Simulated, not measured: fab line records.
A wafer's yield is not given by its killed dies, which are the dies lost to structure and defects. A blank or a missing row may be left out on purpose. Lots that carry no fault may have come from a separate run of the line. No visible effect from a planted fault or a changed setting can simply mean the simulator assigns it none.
Matching of chambers || flow nand harc || NHARC_P_M1_STRIP_18 on rie diel-13 has 4 sister chambers
The step strips in N2/H2. 4 wafers are shown with their chamber, then 12 later ones without.

## WAFERS, EACH WITH ITS CHAMBER
{"wafer": "L085.1", "chamber": 2, "showerhead plenum p Torr (Torr)": 2.19}
{"wafer": "L090.1", "chamber": 3, "showerhead plenum p Torr (Torr)": 1.91}
{"wafer": "L090.2", "chamber": 1, "showerhead plenum p Torr (Torr)": 1.93}
{"wafer": "L090.6", "chamber": 0, "showerhead plenum p Torr (Torr)": 1.91}

## WAFERS WITH NO CHAMBER GIVEN
{"wafer": "L092.1", "showerhead plenum p Torr (Torr)": 1.92}
{"wafer": "L092.2", "showerhead plenum p Torr (Torr)": 2.19}
{"wafer": "L092.6", "showerhead plenum p Torr (Torr)": 2.19}
{"wafer": "L093.1", "showerhead plenum p Torr (Torr)": 1.92}
{"wafer": "L093.2", "showerhead plenum p Torr (Torr)": 1.90}
{"wafer": "L093.6", "showerhead plenum p Torr (Torr)": 1.91}
{"wafer": "L094.1", "showerhead plenum p Torr (Torr)": 1.91}
{"wafer": "L094.3", "showerhead plenum p Torr (Torr)": 1.90}
{"wafer": "L094.6", "showerhead plenum p Torr (Torr)": 2.19}
{"wafer": "L097.1", "showerhead plenum p Torr (Torr)": 1.91}
{"wafer": "L097.2", "showerhead plenum p Torr (Torr)": 2.19}
{"wafer": "L097.6", "showerhead plenum p Torr (Torr)": 2.19}

## CHAMBER TAKEN BY EACH
{"wafer": "L092.1", "from the rows above": "can't be placed: 0 or 1 or 3", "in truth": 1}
{"wafer": "L092.2", "from the rows above": 2, "in truth": 2}
{"wafer": "L092.6", "from the rows above": 2, "in truth": 2}
{"wafer": "L093.1", "from the rows above": "can't be placed: 0 or 1 or 3", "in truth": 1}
{"wafer": "L093.2", "from the rows above": "can't be placed: 0 or 3", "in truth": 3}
{"wafer": "L093.6", "from the rows above": "can't be placed: 0 or 3", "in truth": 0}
{"wafer": "L094.1", "from the rows above": "can't be placed: 0 or 3", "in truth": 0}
{"wafer": "L094.3", "from the rows above": "can't be placed: 0 or 3", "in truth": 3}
{"wafer": "L094.6", "from the rows above": 2, "in truth": 2}
{"wafer": "L097.1", "from the rows above": "can't be placed: 0 or 3", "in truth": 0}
{"wafer": "L097.2", "from the rows above": 2, "in truth": 2}
{"wafer": "L097.6", "from the rows above": 2, "in truth": 2}
Placed correctly: 5 of 12. Cannot be placed on the basis of these rows: 7; the candidates contain the true chamber in 7. 0 placed wrongly.
How it was worked out, from the rows above alone: a wafer's distance from a chamber is the root of the sum, over the readings, of the square of ((its reading less the chamber's mean) divided by the reading's scatter). If the next closest chamber is less than 2 further off than the closest, the wafer can't be placed; otherwise it belongs to the closest. For every chamber, the mean is computed from those of its wafers that are shown. The scatter (one wafer shown for each chamber): square how far every hidden wafer sits from the nearest shown wafer, average those squares and take the square root.
